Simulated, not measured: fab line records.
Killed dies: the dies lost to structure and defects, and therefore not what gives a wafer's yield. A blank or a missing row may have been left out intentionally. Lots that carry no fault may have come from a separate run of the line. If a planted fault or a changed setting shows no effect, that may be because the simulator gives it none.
The same fault as seen by 2 desks || flow nandHarc || each desk holds nothing but its own numbers, with what lay behind them at the end

DESK OF THE TOOL OWNER: pvdSputter-03
The tool's own readings at NHARC_P_BONDPAD_PVD_27 (deposits Cu, target thk 30 nm, time 20.49 s): means of the sampled wafers that have a number, for each lot that ran on this tool. Marked OUT: a lot whose mean sits more than 4 standard deviations from the usual mean, which makes it out of limits; the brackets give that distance.
Columns: A = throttleValvePct at NHARC_P_BONDPAD_PVD_27, usual 30.4 %
{"lot": "L565", "first seen here": "day 6 20:27", "A": 30.5}
{"lot": "L572", "first seen here": "day 9 10:13", "A": 30.7}
{"lot": "L577", "first seen here": "day 12 01:28", "A": 30.0}
{"lot": "L579", "first seen here": "day 12 14:47", "A": 30.0}
This desk's finding: nothing out of limits on any of the 4 lots.

THE METROLOGY DESK
What the gauges read for every lot (on any tool): the sampled wafers with a number, averaged. Marked OUT: a lot whose mean sits more than 4 standard deviations from the usual mean, which makes it out of limits; the brackets give that distance.
Columns: A = cdNm at NHARC_THIN_TSV_CD_MEAS_33, usual 5000.3 nm
{"lot": "L565", "first seen here": "day 24 00:11", "A": 5001.5}
{"lot": "L566", "first seen here": "day 24 02:58", "A": 4998.1}
{"lot": "L568", "first seen here": "day 24 13:55", "A": 4999.4}
{"lot": "L567", "first seen here": "day 24 15:30", "A": 5001.8}
{"lot": "L570", "first seen here": "day 26 17:11", "A": 5001.2}
{"lot": "L572", "first seen here": "day 26 17:46", "A": 5002.8}
{"lot": "L577", "first seen here": "day 30 02:43", "A": 5001.6}
{"lot": "L579", "first seen here": "day 30 05:22", "A": 5003.5}
{"lot": "L582", "first seen here": "day 30 15:05", "A": 5001.6}
{"lot": "L584", "first seen here": "day 31 10:38", "A": 4999.6}
{"lot": "L586", "first seen here": "day 32 08:52", "A": 4997.2}
{"lot": "L585", "first seen here": "day 32 17:32", "A": 5000.3}
{"lot": "L588", "first seen here": "day 32 18:52", "A": 5001.4}
This desk's finding: nothing out of limits on any of the 13 lots.

PUT TOGETHER
The tool owner's desk saw nothing out of limits.
Nothing out of limits was seen by the metrology desk.

WHAT THE SIMULATOR PUT IN
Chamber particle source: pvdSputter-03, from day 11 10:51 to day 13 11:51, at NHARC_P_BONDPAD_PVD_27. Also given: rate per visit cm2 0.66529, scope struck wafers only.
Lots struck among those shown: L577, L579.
